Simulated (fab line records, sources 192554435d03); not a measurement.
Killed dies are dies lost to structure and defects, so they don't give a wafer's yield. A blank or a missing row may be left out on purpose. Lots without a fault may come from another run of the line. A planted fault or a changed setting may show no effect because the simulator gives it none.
Which tool did it? | flow n5_finfet | 12 lots, 36 wafers sampled, at 1 step of a route of 1938

WHAT THE GAUGES READ, wafer by wafer
N5_BEOL_M11_CD_MEAS_28: target cd 70 nm.
lot  | measured     | on        | cd_nm (nm)
L075 | day 11 15:39 | cd_sem-01 | 70.2 69.4 69.8
L076 | day 12 00:46 | cd_sem-02 | 69.7 69.9 70.3
L080 | day 12 09:35 | cd_sem-01 | 69.5 69.1 69.5
L081 | day 13 00:41 | cd_sem-02 | 71.0 69.3 68.8
L082 | day 13 08:40 | cd_sem-03 | 70.2 69.5 70.7
L085 | day 14 11:10 | cd_sem-01 | 68.9 69.2 68.6
L089 | day 14 16:00 | cd_sem-01 | 71.4 70.4 71.2
L088 | day 14 22:37 | cd_sem-03 | 68.6 69.0 68.2
L091 | day 15 14:18 | cd_sem-03 | 69.5 68.3 68.7
L094 | day 15 23:26 | cd_sem-03 | 70.1 70.6 70.2
L095 | day 16 13:51 | cd_sem-02 | 68.7 68.2 69.1
L097 | day 16 16:56 | cd_sem-03 | 69.4 69.5 69.4

WHICH TOOL RAN EACH LOT (tool, then ch and the chambers of the sampled wafers, then the start)
The record holds no process step before these readings.

THE ANSWER, worked out from the rows above alone
Rule: what is usual is taken from the lots themselves. Put in order of their means at a reading, lots are off if they are a third of the lots or fewer, leave a main group of 4 or more, and stand apart from it by a gap of 3 or more times the standard deviation of the main group's means; of several such gaps the widest counts. A main group whose means are all the same, to the digits that the tables above print for the reading, isn't used. A lot without any number at a reading at which 4 lots or more have one is off too. The other lots that the step has rows for count as sound.
No lot is off at any reading shown: from this, nothing can be told.

WHAT THE SIMULATOR HAD PUT IN
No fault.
